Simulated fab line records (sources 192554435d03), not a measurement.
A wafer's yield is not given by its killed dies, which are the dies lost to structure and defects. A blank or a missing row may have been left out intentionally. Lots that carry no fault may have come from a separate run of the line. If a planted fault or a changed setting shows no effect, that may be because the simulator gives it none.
fab line records	flow n5-finfet
record lots=7	wafers=39
route steps=1938 shown PMOS_HMC_CHANNEL_EPI@64 SD_EPI_N@269 SDB@369 HKMG_FIN@456 BEOL_M0@731
start-h: the number of hours between the record's first day and the start of the first shown wafer of the lot	wait-h: hours elapsed since this lot's preceding step	" same as the row above	L1.1+2: several wafers, shown together as one row	- value missing, or start not given	* or withheld: withheld	< > ~ a bound
route shown NAME@n: NAME is a module with steps in the file, n the number in the route of the first one	usual: mean/standard deviation taken from wafers without a fault	same: alike in all rows	chamber/n: place in a boat	sites: the reading at each site	_std_site: standard deviation across them	_edge_site: mean of outer sites minus mean of inner sites	radius-mm: how far each site lies from the wafer's centre	mask NAME#n: copy n	behind: the tool/chamber that last shaped the wafer	hold: reason for holding the lot/hours on hold/outcome of the hold	device: whichever transistor did not switch (one of n, p or np)	end of line: tests run on the same wafers once the route is complete	step lacking rows: just its recipe	killed: dies lost to structure and defects at the first sort, not the wafer's yield	map: per-die view of a wafer (x killed, . not killed, _ where there is no die)
set.NAME: the setting as run; set.NAME@STEP: as run at that earlier step	model.NAME: the simulator's own value behind a step, which no gauge read
one table per step and one row per wafer, for lots whose settings were changed on purpose
## steps
# step N5_PMOS_HMC_CHANNEL_EPI_DEVELOP_08
# recipe develop-time-s=30	developer=TMAH	resist=CAR-ArF-block	dev-temp-c=23	rinse-liquid=diw	dry=air-spin
lot.wafer	tool	chamber	start-h	wait-h	set.develop-time-s
L075.1+3+4	litho-track-02	0	-	-	30
L081.1+5+6	litho-track-03	0	-	-	30
L081.2+3+4	"	0	"	"	12.11
L082.1+2+5	litho-track-02	0	-	-	30
L082.3+4+6	"	0	"	"	38.6
L086.1+2+5	litho-track-03	0	-	-	43.47
L086.3+4+6	"	0	"	"	30
L089.1+2+5	litho-track-03	0	-	-	47.37
L089.3+4+6	"	0	"	"	30
L091.1+3+5	litho-track-02	0	-	-	30
L091.2+4+6	"	0	"	"	41.38
L094.1+4+5	litho-track-02	0	-	-	14.11
L094.2+3+6	"	0	"	"	30
# step N5_PMOS_HMC_CHANNEL_EPI_CD_MEAS_09
# recipe target-cd-nm=237.4	landing-energy-ev=500	detector=se-inlens
# usual cd-nm=237.1/0.8
lot.wafer	tool	chamber	start-h	wait-h	set.develop-time-s@PMOS_HMC_CHANNEL_EPI_DEVELOP_08	cd-nm
L075.1	cd-sem-02	0	23.24	-	30	239.2
L075.3	"	0	"	"	30	238.8
L075.4	"	0	"	"	30	238.5
L081.1	cd-sem-03	0	59.06	-	30	235.8
L081.2	"	0	"	"	12.11	230.0
L081.3	"	0	"	"	12.11	229.7
L081.4	"	0	"	"	12.11	228.5
L081.5	"	0	"	"	30	235.5
L081.6	"	0	"	"	30	236.1
L082.1	cd-sem-01	0	65.11	-	30	238.0
L082.2	"	0	"	"	30	236.5
L082.3	"	0	"	"	38.6	238.3
L082.4	"	0	"	"	38.6	238.1
L082.5	"	0	"	"	30	237.3
L082.6	"	0	"	"	38.6	239.4
L086.1	cd-sem-01	0	89.43	-	43.47	240.2
L086.2	"	0	"	"	43.47	239.3
L086.3	"	0	"	"	30	237.3
L086.4	"	0	"	"	30	236.9
L086.5	"	0	"	"	43.47	239.1
L086.6	"	0	"	"	30	237.5
L089.1	cd-sem-01	0	107.08	-	47.37	240.2
L089.2	"	0	"	"	47.37	240.8
L089.3	"	0	"	"	30	238.3
L089.4	"	0	"	"	30	236.9
L089.5	"	0	"	"	47.37	240.8
L089.6	"	0	"	"	30	238.0
L091.1	cd-sem-03	0	118.99	-	30	237.7
L091.2	"	0	"	"	41.38	240.0
L091.3	"	0	"	"	30	237.4
L091.4	"	0	"	"	41.38	239.4
L091.5	"	0	"	"	30	238.2
L091.6	"	0	"	"	41.38	239.3
L094.1	cd-sem-02	0	137.40	-	14.11	232.6
L094.2	"	0	"	"	30	237.6
L094.3	"	0	"	"	30	238.4
L094.4	"	0	"	"	14.11	232.1
L094.5	"	0	"	"	14.11	231.7
L094.6	"	0	"	"	30	237.3
# step N5_PMOS_HMC_CHANNEL_EPI_DESCUM_14
# recipe chemistry=O2	time-s=7.9	source-power-w=50	bias-power-w=20	pressure-mtorr=20	rf-frequency-hz=2.712e+07	temp-c=40	resist=CAR-ArF-block	o2-flow-sccm=225
lot.wafer	tool	chamber	start-h	wait-h	set.develop-time-s@PMOS_HMC_CHANNEL_EPI_DEVELOP_08	model.PMOS_HMC_CHANNEL_EPI.cd-nm
L075.1	rie-diel-05	2	23.81	0.5	30	239.2
L075.3	"	0	"	"	30	238.6
L075.4	"	3	"	"	30	238.5
L081.1+5	rie-diel-06	2,3	59.14	0.0	30	235.8
L081.2	"	0	"	"	12.11	229.9
L081.3	"	1	"	"	12.11	229.4
L081.4	"	3	"	"	12.11	228.6
L081.6	"	2	"	"	30	236.2
L082.1	rie-diel-05	3	65.22	0.1	30	237.7
L082.2	"	2	"	"	30	236.6
L082.3	"	0	"	"	38.6	238.2
L082.4	"	1	"	"	38.6	238
L082.5	"	0	"	"	30	237.2
L082.6	"	3	"	"	38.6	239.5
L086.1	rie-diel-01	0	89.52	0.0	43.47	240.1
L086.2	"	3	"	"	43.47	239.7
L086.3	"	1	"	"	30	237.4
L086.4	"	2	"	"	30	236.8
L086.5	"	3	"	"	43.47	239
L086.6	"	0	"	"	30	237.5
L089.1	rie-diel-01	0	107.23	0.1	47.37	240.1
L089.2	"	3	"	"	47.37	240.8
L089.3	"	1	"	"	30	238.4
L089.4	"	2	"	"	30	237.3
L089.5	"	1	"	"	47.37	240.9
L089.6	"	2	"	"	30	238.3
L091.1	rie-diel-06	0	119.08	0.0	30	237.9
L091.2	"	3	"	"	41.38	240.1
L091.3	"	2	"	"	30	237.5
L091.4	"	1	"	"	41.38	239.4
L091.5	"	3	"	"	30	238.1
L091.6	"	2	"	"	41.38	239.5
L094.1	rie-diel-06	0	137.51	0.1	14.11	232.4
L094.2	"	3	"	"	30	237.7
L094.3	"	2	"	"	30	238.3
L094.4	"	1	"	"	14.11	232
L094.5	"	1	"	"	14.11	231.8
L094.6	"	0	"	"	30	237.5
# step N5_PMOS_HMC_CHANNEL_EPI_ETCH_32
# recipe chemistry=N2/H2	target=BARC	stop-on=SiO2	target-depth-a=858	over-etch-frac=0.3	time-s=50.3	ion-energy-ev=200	mask-material=CAR-ArF-block	pressure-mtorr=30	source-w=840	bias-w=150	n2-flow-sccm=200	h2-flow-sccm=200
# step N5_PMOS_HMC_CHANNEL_EPI_HM_OPEN_15
# recipe chemistry=CHF3/O2	target=SiO2	mask-material=CAR-ArF-block	target-depth-a=406	CHF3_flow_sccm=50	O2_flow_sccm=5	Ar_flow_sccm=200	time-s=20.3	pressure-mtorr=30	source-w=650	bias-w=170	ion-energy-ev=200
lot.wafer	tool	chamber	start-h	wait-h	set.develop-time-s@PMOS_HMC_CHANNEL_EPI_DEVELOP_08	model.PMOS_HMC_CHANNEL_EPI.cd-nm
L075.1	rie-diel-05	2	23.89	0.0	30	240.4
L075.3	"	0	"	"	30	240.8
L075.4	"	3	"	"	30	239.6
L081.1	rie-diel-06	2	59.22	0.0	30	238.1
L081.2	"	0	"	"	12.11	232.9
L081.3	"	1	"	"	12.11	231.7
L081.4	"	3	"	"	12.11	231.2
L081.5	"	3	"	"	30	239.1
L081.6	"	2	"	"	30	237.9
L082.1	rie-diel-05	3	65.30	0.0	30	239.8
L082.2	"	2	"	"	30	238.4
L082.3	"	0	"	"	38.6	240.9
L082.4	"	1	"	"	38.6	240.5
L082.5	"	0	"	"	30	240.2
L082.6	"	3	"	"	38.6	241.9
L086.1	rie-diel-01	0	89.60	0.0	43.47	242.7
L086.2	"	3	"	"	43.47	242.3
L086.3	"	1	"	"	30	239.8
L086.4	"	2	"	"	30	239
L086.5	"	3	"	"	43.47	242
L086.6	"	0	"	"	30	241.1
L089.1	rie-diel-01	0	107.31	0.0	47.37	244
L089.2	"	3	"	"	47.37	243.4
L089.3	"	1	"	"	30	241.1
L089.4	"	2	"	"	30	240.1
L089.5	"	1	"	"	47.37	243.6
L089.6	"	2	"	"	30	240.6
L091.1	rie-diel-06	0	119.16	0.0	30	239.9
L091.2+4	"	3,1	"	"	41.38	242.2
L091.3	"	2	"	"	30	239.4
L091.5	"	3	"	"	30	240.4
L091.6	"	2	"	"	41.38	241.6
L094.1	rie-diel-06	0	137.59	0.0	14.11	233.9
L094.2	"	3	"	"	30	240.5
L094.3	"	2	"	"	30	240.2
L094.4	"	1	"	"	14.11	235.1
L094.5	"	1	"	"	14.11	234.7
L094.6	"	0	"	"	30	238.9
# step N5_SD_EPI_N_DEVELOP_08
# recipe develop-time-s=30	developer=TMAH	resist=CAR-ArF-block	dev-temp-c=23	rinse-liquid=diw	dry=air-spin
lot.wafer	tool	chamber	start-h	wait-h	set.develop-time-s
L075.1+3+4	litho-track-04	0	-	-	30
L081.1+2+3	litho-track-03	0	-	-	30
L081.4+5+6	"	0	"	"	43.79
L082.1+2+3+4+5+6	litho-track-03	0	-	-	30
L086.1+2+4	litho-track-03	0	-	-	30
L086.3+5+6	"	0	"	"	38.53
L089.1+3+4	litho-track-01	0	-	-	30
L089.2+5+6	"	0	"	"	13.15
L091.1+3+4	litho-track-01	0	-	-	30
L091.2+5+6	"	0	"	"	21.98
L094.1+3+4	litho-track-03	0	-	-	30
L094.2+5+6	"	0	"	"	37.37
# step N5_SD_EPI_N_CD_MEAS_09
# recipe target-cd-nm=120	landing-energy-ev=500	detector=se-inlens
# usual cd-nm=120.1/0.66
lot.wafer	tool	chamber	start-h	wait-h	set.develop-time-s@SD_EPI_N_DEVELOP_08	cd-nm
L075.1	cd-sem-02	0	55.81	-	30	120.9
L075.3	"	0	"	"	30	120.1
L075.4	"	0	"	"	30	120.4
L081.1	cd-sem-02	0	91.99	-	30	119.8
L081.2	"	0	"	"	30	119.3
L081.3	"	0	"	"	30	119.3
L081.4	"	0	"	"	43.79	121.5
L081.5	"	0	"	"	43.79	121.3
L081.6	"	0	"	"	43.79	122.2
L082.1	cd-sem-03	0	97.33	-	30	118.1
L082.2	"	0	"	"	30	120.3
L082.3	"	0	"	"	30	119.5
L082.4	"	0	"	"	30	119.5
L082.5	"	0	"	"	30	120.3
L082.6	"	0	"	"	30	118.9
L086.1	cd-sem-02	0	128.32	-	30	120.3
L086.2	"	0	"	"	30	120.5
L086.3	"	0	"	"	38.53	122.1
L086.4	"	0	"	"	30	119.9
L086.5	"	0	"	"	38.53	121.0
L086.6	"	0	"	"	38.53	121.2
L089.1	cd-sem-01	0	142.46	-	30	119.8
L089.2	"	0	"	"	13.15	115.5
L089.3	"	0	"	"	30	119.7
L089.4	"	0	"	"	30	118.9
L089.5	"	0	"	"	13.15	115.3
L089.6	"	0	"	"	13.15	115.2
L091.1	cd-sem-01	0	157.89	-	30	119.5
L091.2	"	0	"	"	21.98	118.5
L091.3	"	0	"	"	30	120.0
L091.4	"	0	"	"	30	120.2
L091.5	"	0	"	"	21.98	117.6
L091.6	"	0	"	"	21.98	118.1
L094.1	cd-sem-01	0	167.66	-	30	120.0
L094.2	"	0	"	"	37.37	120.7
L094.3	"	0	"	"	30	119.6
L094.4	"	0	"	"	30	120.4
L094.5	"	0	"	"	37.37	120.9
L094.6	"	0	"	"	37.37	120.9
# step N5_SD_EPI_N_DESCUM_14
# recipe chemistry=O2	time-s=7.9	source-power-w=50	bias-power-w=20	pressure-mtorr=20	rf-frequency-hz=2.712e+07	temp-c=40	resist=CAR-ArF-block	o2-flow-sccm=225
lot.wafer	tool	chamber	start-h	wait-h	set.develop-time-s@SD_EPI_N_DEVELOP_08	model.SD_EPI_N.cd-nm
L075.1	rie-diel-04	3	55.90	0.0	30	120.6
L075.3	"	2	"	"	30	120.2
L075.4	"	1	"	"	30	120.4
L081.1	rie-diel-04	2	92.57	0.5	30	120
L081.2+3	"	1,0	"	"	30	119.4
L081.4	"	3	"	"	43.79	121.4
L081.5	"	0	"	"	43.79	121.2
L081.6	"	3	"	"	43.79	122.4
L082.1	rie-diel-04	0	97.41	0.0	30	118.6
L082.2	"	3	"	"	30	120.2
L082.3	"	1	"	"	30	119.4
L082.4	"	2	"	"	30	119.2
L082.5	"	1	"	"	30	120
L082.6	"	0	"	"	30	119
L086.1	rie-diel-04	2	128.41	0.0	30	120.4
L086.2	"	1	"	"	30	120.8
L086.3	"	0	"	"	38.53	122.4
L086.4	"	3	"	"	30	119.8
L086.5	"	1	"	"	38.53	121.2
L086.6	"	0	"	"	38.53	121.4
L089.1	rie-diel-04	2	142.55	0.0	30	120
L089.2	"	1	"	"	13.15	115.6
L089.3	"	0	"	"	30	119.4
L089.4	"	3	"	"	30	119.2
L089.5	"	1	"	"	13.15	115.4
L089.6	"	2	"	"	13.15	115.2
L091.1	rie-diel-03	1	158.12	0.2	30	119.4
L091.2+6	"	2,1	"	"	21.98	118.2
L091.3+4	"	0,2	"	"	30	120.2
L091.5	"	0	"	"	21.98	118
L094.1	rie-diel-04	2	167.94	0.2	30	120
L094.2	"	1	"	"	37.37	121.2
L094.3	"	3	"	"	30	119.8
L094.4	"	3	"	"	30	120.2
L094.5	"	2	"	"	37.37	121
L094.6	"	1	"	"	37.37	120.8
# step N5_SD_EPI_N_ETCH_34
# recipe chemistry=CF4	target=SiARC	target-depth-a=455	mask-material=CAR-ArF-block	time-s=75.8	ion-energy-ev=80	pressure-mtorr=40	source-w=545	bias-w=36	Ar_flow_sccm=100	cf4-flow-sccm=100	ends=cleared
lot.wafer	tool	chamber	start-h	wait-h	set.develop-time-s@SD_EPI_N_DEVELOP_08	model.SD_EPI_N.cd-nm
L075.1	rie-diel-04	3	55.93	0.0	30	120.6
L075.3	"	2	"	"	30	119.8
L075.4	"	1	"	"	30	120.2
L081.1	rie-diel-04	2	92.60	0.0	30	119.8
L081.2+3	"	1,0	"	"	30	119.2
L081.4+5	"	3,0	"	"	43.79	121.4
L081.6	"	3	"	"	43.79	122.4
L082.1	rie-diel-04	0	97.45	0.0	30	118.6
L082.2	"	3	"	"	30	120.4
L082.3	"	1	"	"	30	119.4
L082.4+6	"	2,0	"	"	30	119
L082.5	"	1	"	"	30	119.8
L086.1	rie-diel-04	2	128.45	0.0	30	120.4
L086.2	"	1	"	"	30	120.6
L086.3	"	0	"	"	38.53	122.4
L086.4	"	3	"	"	30	120.2
L086.5	"	1	"	"	38.53	121
L086.6	"	0	"	"	38.53	121.4
L089.1	rie-diel-04	2	142.59	0.0	30	119.8
L089.2+5	"	1	"	"	13.15	115.2
L089.3	"	0	"	"	30	119.2
L089.4	"	3	"	"	30	119.6
L089.6	"	2	"	"	13.15	115
L091.1	rie-diel-03	1	158.15	0.0	30	119.4
L091.2	"	2	"	"	21.98	118.2
L091.3	"	0	"	"	30	120.4
L091.4	"	2	"	"	30	120.2
L091.5	"	0	"	"	21.98	118
L091.6	"	1	"	"	21.98	118.4
L094.1	rie-diel-04	2	167.97	0.0	30	119.8
L094.2	"	1	"	"	37.37	121.2
L094.3	"	3	"	"	30	120
L094.4	"	3	"	"	30	120.2
L094.5	"	2	"	"	37.37	121
L094.6	"	1	"	"	37.37	120.6
# step N5_SDB_CUT_ETCH_26
# recipe chemistry=HBr/Cl2/O2	target=Si	target-depth-a=1296	bt-time-s=20	mask-material=SiNx	time-s=51.8	ion-energy-ev=*	bias-w=*	pressure-mtorr=10	icp-w=800	HBr_flow_sccm=150	Cl2_flow_sccm=80	O2_flow_sccm=12
lot.wafer	tool	chamber	start-h	wait-h	set.target-depth-a	model.etch.depth-nm	model.SDB.feature-depth-nm	model.SiNx_of_SDB_HM_DEP_00.thk-nm
L075.1	rie-si-03	2	75.51	0.1	1296	132.1	132	21.2
L075.3	"	1	"	"	1296	130.6	130.6	22.2
L075.4	"	3	"	"	1296	134.5	134.4	22.4
L081.1	rie-si-03	0	111.71	0.1	1959	197.3	197.4	13.4
L081.2	"	3	"	"	1296	133.2	133.2	21.6
L081.3	"	1	"	"	1959	194.2	194.2	13.6
L081.4	"	2	"	"	1296	131.5	131.6	21.2
L081.5	"	0	"	"	1959	197.6	197.6	13.8
L081.6	"	1	"	"	1296	129.3	129.2	22.2
L082.1	rie-si-06	2	117.15	0.1	1296	130	130	22.2
L082.2	"	3	"	"	1594	160	160	17
L082.3	"	0	"	"	1594	160.6	160.6	17.8
L082.4	"	3	"	"	1296	129.5	129.6	21.2
L082.5	"	2	"	"	1594	159.7	159.8	19
L082.6	"	0	"	"	1296	130.5	130.4	22
L086.1	rie-si-03	3	146.73	0.1	1296	131.9	132	21.4
L086.2	"	0	"	"	866.5	86.04	86	27.2
L086.3	"	1	"	"	866.5	84.94	85	26.6
L086.4	"	2	"	"	1296	128	128	21.6
L086.5	"	0	"	"	866.5	86.1	86	27.8
L086.6	"	1	"	"	1296	127	127	22
L089.1	rie-si-03	3	161.02	0.1	1296	132	132	21.2
L089.2	"	2	"	"	1696	169.7	169.8	16.4
L089.3	"	0	"	"	1296	130.2	130.2	21.4
L089.4+5	"	1	"	"	1696	166.9	166.8	17.6
L089.6	"	2	"	"	1296	129	129	21.8
L091.1	rie-si-06	3	175.29	0.1	1296	127.3	127.2	21.2
L091.2	"	2	"	"	1818	180.3	180.2	14.6
L091.3	"	0	"	"	1818	177.7	177.6	15.2
L091.4	"	0	"	"	1818	177.9	177.8	15.4
L091.5	"	3	"	"	1296	126.1	126	22.2
L091.6	"	2	"	"	1296	128.3	128.4	22.2
L094.1	rie-si-03	1	184.69	0.1	1296	126.7	126.8	21.6
L094.2	"	2	"	"	1296	128.9	129	21.4
L094.3	"	3	"	"	1296	132.3	132.4	22.2
L094.4	"	0	"	"	1296	128.7	128.6	22.8
L094.5	"	2	"	"	1296	129.2	129.2	22
L094.6	"	3	"	"	1296	132.1	132.2	21.8
# step N5_HKMG_FIN_ALD_21
# recipe material=TiN	target-thk-a=15	temp-c=400	ald-precursor-family=TiCl4	ald-co-reactant=NH3	pulse-time-s=1	purge-time-s=3	co-reactant-purge-time-s=2	co-reactant-pulse-time-s=2	ald-cycles=68	pressure-torr=3
lot.wafer	tool	chamber	start-h	wait-h	set.ald-cycles	model.TiN_of_HKMG_FIN_ALD_21.thk-nm
L075.1+3+4	ald-metal-04	1,0,3	87.47	0.3	68	1.6
L081.1+4+6	ald-metal-02	2,1,2	123.90	0.3	68	1.4
L081.2+3+5	"	3,0,1	"	"	91	2
L082.1+5+6	ald-metal-01	3,3,2	129.45	0.3	68	1.4
L082.2+3+4	"	1,2,0	"	"	80	1.8
L086.1+2+3	ald-metal-01	0,1,3	159.03	0.3	68	1.6
L086.4+5+6	"	2,2,1	"	"	68	1.4
L089.1+4+5	ald-metal-02	0,2,0	172.88	0.3	45	1
L089.2	"	2	"	"	68	1.4
L089.3+6	"	1	"	"	68	1.6
L091.1+2+3	ald-metal-02	1,0,2	186.60	0.3	52	1.2
L091.4+5+6	"	0,2,1	"	"	68	1.6
L094.1+3+4+5+6	ald-metal-01	3,1,2,1,0	197.91	0.3	68	1.6
L094.2	"	0	"	"	68	1.4
# step N5_BEOL_M0_ALD_136
# recipe material=TaN	target-thk-a=*	temp-c=275	ald-precursor-family=PDMAT	ald-co-reactant=NH3	pressure-torr=3	carrier-flow-sccm=1500	pulse-time-s=2	purge-time-s=3	co-reactant-purge-time-s=2	co-reactant-pulse-time-s=3	ald-cycles=30	precursor-vessel-temp-c=75	precursor-vessel-pressure-torr=26.25	precursor-vessel-carrier-sccm=1000
lot.wafer	tool	chamber	start-h	wait-h	set.ald-cycles	model.TaN_of_BEOL_M0_ALD_136.thk-nm
L075.1+3	ald-metal-03	2,3	124.34	0.3	30	*
L075.4	"	1	"	"	30	*
L081.1+2+3+6	ald-metal-03	2,0,3,0	163.12	0.0	30	*
L081.4+5	"	1	"	"	30	*
L082.1+4+5	ald-metal-03	2,1,1	166.21	0.0	23	*
L082.2+3+6	"	0,3,0	"	"	30	*
L086.1+4	ald-metal-02	0,1	199.46	0.0	14	*
L086.2	"	1	"	"	30	*
L086.3+6	"	2	"	"	30	*
L086.5	"	0	"	"	14	*
L089.1+3+5	ald-metal-03	1,2,0	213.48	0.1	25	*
L089.2	"	0	"	"	30	*
L089.4+6	"	3,1	"	"	30	*
L091.1+2+6	ald-metal-03	3,0,1	227.38	0.0	21	*
L091.3+4+5	"	2,1,2	"	"	30	*
L094.1+4	ald-metal-03	0,2	243.06	0.1	30	*
L094.2+5	"	3,0	"	"	22	*
L094.3	"	1	"	"	22	*
L094.6	"	1	"	"	30	*
# step N5_BEOL_M0_SURFACE_TREAT_137
# recipe gas=Ar	time-s=*	ion-energy-ev=*	ion-current-ma-cm2=0.5	pressure-mtorr=*	ar-flow-sccm=30
# step N5_BEOL_M0_CVD_115
# recipe material=Co	target-thk-a=*	temp-c=withheld	precursor=CCTBA/H2	pressure-torr=30	time-s=120
# step N5_BEOL_M0_ECD_118
# recipe material=Cu	target-thk-a=3000
# step N5_BEOL_M0_ANNEAL_119
# recipe temp-c=225	time-s=90	ambient=N2
# step N5_BEOL_M0_CMP_120
# recipe stop-on=SiOC	t-overpolish-s=6.9	down-force-psi=1	platen-rpm=50	clearing-platen-down-force-psi=1.5	clearing-platen-rpm=50	post-cmp-clean=cu-alkaline	clearing-platen-pad-velocity-m-s=0.99484	pad-velocity-m-s=0.99484
# usual barrier-field-endpoint-s=3.64/0.11
lot.wafer	tool	chamber	start-h	wait-h	set.ald-cycles@BEOL_M0_ALD_136	barrier-field-endpoint-s
L075.3	cmp-01	1	129.59	0.5	30	3.59
L075.4	"	2	"	"	30	3.45
L075.1	"	3	"	"	30	3.47
L081.2	cmp-01	1	164.50	0.2	30	3.60
L081.3	"	2	"	"	30	3.81
L081.1	"	3	"	"	30	3.64
L081.4	"	0	"	"	30	3.75
L081.5	"	1	"	"	30	3.82
L081.6	"	2	"	"	30	3.65
L082.1	cmp-01	0	167.55	0.3	23	3.32
L082.3	"	1	"	"	30	3.46
L082.4	"	2	"	"	23	3.25
L082.2	"	3	"	"	30	3.53
L082.5	"	0	"	"	23	3.12
L082.6	"	1	"	"	30	3.69
L086.1	cmp-02	3	201.17	0.3	14	2.68
L086.2	"	0	"	"	30	3.71
L086.3	"	1	"	"	30	3.69
L086.4	"	2	"	"	14	2.73
L086.5	"	3	"	"	14	2.43
L086.6	"	0	"	"	30	3.72
L089.2	cmp-02	3	214.82	0.2	30	3.52
L089.3	"	0	"	"	25	3.47
L089.4	"	1	"	"	30	3.75
L089.1	"	2	"	"	25	3.52
L089.5	"	3	"	"	25	3.33
L089.6	"	0	"	"	30	3.75
L091.1	cmp-02	1	230.15	0.3	21	3.18
L091.4	"	2	"	"	30	3.86
L091.3	"	3	"	"	30	3.69
L091.2	"	0	"	"	21	3.09
L091.5	"	1	"	"	30	3.66
L091.6	"	2	"	"	21	3.16
L094.2	cmp-04	1	244.60	0.2	22	3.00
L094.1	"	2	"	"	30	3.73
L094.3	"	3	"	"	22	3.07
L094.4	"	0	"	"	30	3.81
L094.5	"	1	"	"	22	3.06
L094.6	"	2	"	"	30	3.64
## key
split step=N5_PMOS_HMC_CHANNEL_EPI_DEVELOP_08	setting=develop-time-s	stated=30	by=wafer
response step=N5_PMOS_HMC_CHANNEL_EPI_CD_MEAS_09	reading=cd-nm	change=+0.0758	per=1%	r=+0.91
response step=N5_PMOS_HMC_CHANNEL_EPI_DESCUM_14	reading=model.PMOS_HMC_CHANNEL_EPI.cd-nm	change=+0.0765	per=1%	r=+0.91
response step=N5_PMOS_HMC_CHANNEL_EPI_HM_OPEN_15	reading=model.PMOS_HMC_CHANNEL_EPI.cd-nm	change=+0.0767	per=1%	r=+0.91
split step=N5_SD_EPI_N_DEVELOP_08	setting=develop-time-s	stated=30	by=wafer
response step=N5_SD_EPI_N_CD_MEAS_09	reading=cd-nm	change=+0.0589	per=1%	r=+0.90
response step=N5_SD_EPI_N_DESCUM_14	reading=model.SD_EPI_N.cd-nm	change=+0.0592	per=1%	r=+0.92
response step=N5_SD_EPI_N_ETCH_34	reading=model.SD_EPI_N.cd-nm	change=+0.0622	per=1%	r=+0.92
split step=N5_SDB_CUT_ETCH_26	setting=target-depth-a	stated=1296	by=wafer
response step=N5_SDB_CUT_ETCH_26	reading=model.etch.depth-nm	change=+1.27	per=1%	r=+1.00
response step=N5_SDB_CUT_ETCH_26	reading=model.SDB.feature-depth-nm	change=+1.27	per=1%	r=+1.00
response step=N5_SDB_CUT_ETCH_26	reading=model.SiNx_of_SDB_HM_DEP_00.thk-nm	change=-0.16	per=1%	r=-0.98
split step=N5_HKMG_FIN_ALD_21	setting=ald-cycles	stated=68	by=wafer
response step=N5_HKMG_FIN_ALD_21	reading=model.TiN_of_HKMG_FIN_ALD_21.thk-nm	change=+0.0174	per=1%	r=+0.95
split step=N5_BEOL_M0_ALD_136	setting=ald-cycles	stated=30	by=wafer
response step=N5_BEOL_M0_ALD_136	reading=model.TaN_of_BEOL_M0_ALD_136.thk-nm	change=*	per=1%	r=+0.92
response step=N5_BEOL_M0_CMP_120	reading=barrier-field-endpoint-s	change=+0.0201	per=1%	r=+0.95
